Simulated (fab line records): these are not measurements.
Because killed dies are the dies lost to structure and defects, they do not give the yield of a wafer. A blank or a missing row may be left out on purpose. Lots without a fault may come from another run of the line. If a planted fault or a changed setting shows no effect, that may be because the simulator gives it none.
Chamber matching ; flow n5 finfet ; 3 sister chambers for N5_BEOL_M6_PECVD_70 on pecvd-01
The step deposits SiO2 from TEOS/O2, target thk 20 nm, time 22.7 s. 18 wafers are shown with their chamber, then 9 later ones without.

== WAFERS WITH THEIR CHAMBER ==
wafer;chamber;throttle valve pct (%);showerhead plenum p Torr (Torr);heater power w (W)
L074.2;2;22.2;8.79;745
L074.3;1;22.0;8.76;781
L074.5;0;23.7;8.73;769
L075.2;0;23.4;8.72;775
L075.3;2;22.4;8.77;721
L075.4;2;22.5;8.78;716
L077.1;2;22.2;8.80;610
L077.2;0;23.4;8.75;680
L077.3;1;21.9;8.78;734
L080.2;2;22.5;8.80;724
L080.3;0;23.8;8.75;676
L080.6;1;21.8;8.76;679
L083.1;1;21.6;8.76;772
L083.2;2;22.4;8.79;654
L083.6;0;23.7;8.76;672
L085.1;0;23.5;8.74;662
L085.2;2;22.6;8.80;752
L085.3;1;21.7;8.77;721

SIGNATURES, as means of the wafers listed above
reading;chamber 0;chamber 1;chamber 2;scatter within a chamber
throttle valve pct;23.583;21.800;22.400;0.161
showerhead plenum p Torr;8.7417;8.7660;8.7900;0.0121
heater power w;705.67;737.40;703.14;49.2
Rule: a wafer lies at a distance from a chamber equal to the root of the sum of squares, over the readings, of (its reading less the chamber's mean, divided by the reading's scatter). The wafer belongs to the nearest chamber; if the next one is less than 2 further off, it can't be placed. The scatter is the square root of a quotient: the sum, over the shown wafers, of each reading's squared deviation from its chamber's mean, divided by wafers minus chambers.

== WAFERS MISSING THEIR CHAMBER ==
wafer;throttle valve pct (%);showerhead plenum p Torr (Torr);heater power w (W)
L088.1;23.5;8.75;691
L088.4;21.9;8.75;753
L088.5;23.8;8.72;694
L086.3;21.7;8.77;766
L086.5;22.1;8.77;794
L086.6;22.6;8.79;699
L091.2;22.1;8.75;807
L091.3;22.2;8.79;705
L091.6;21.6;8.75;829

== THE CHAMBER EACH PASSED THROUGH ==
wafer;from the rows above;in truth
L088.1;0;0
L088.4;1;1
L088.5;0;0
L086.3;1;1
L086.5;can't be placed: 1 or 2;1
L086.6;2;2
L091.2;can't be placed: 1 or 2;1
L091.3;2;2
L091.6;1;1
Placed correctly: 7 of 9. Cannot be placed on the basis of these rows: 2; the candidates contain the true chamber in 2. Wrongly placed: 0.
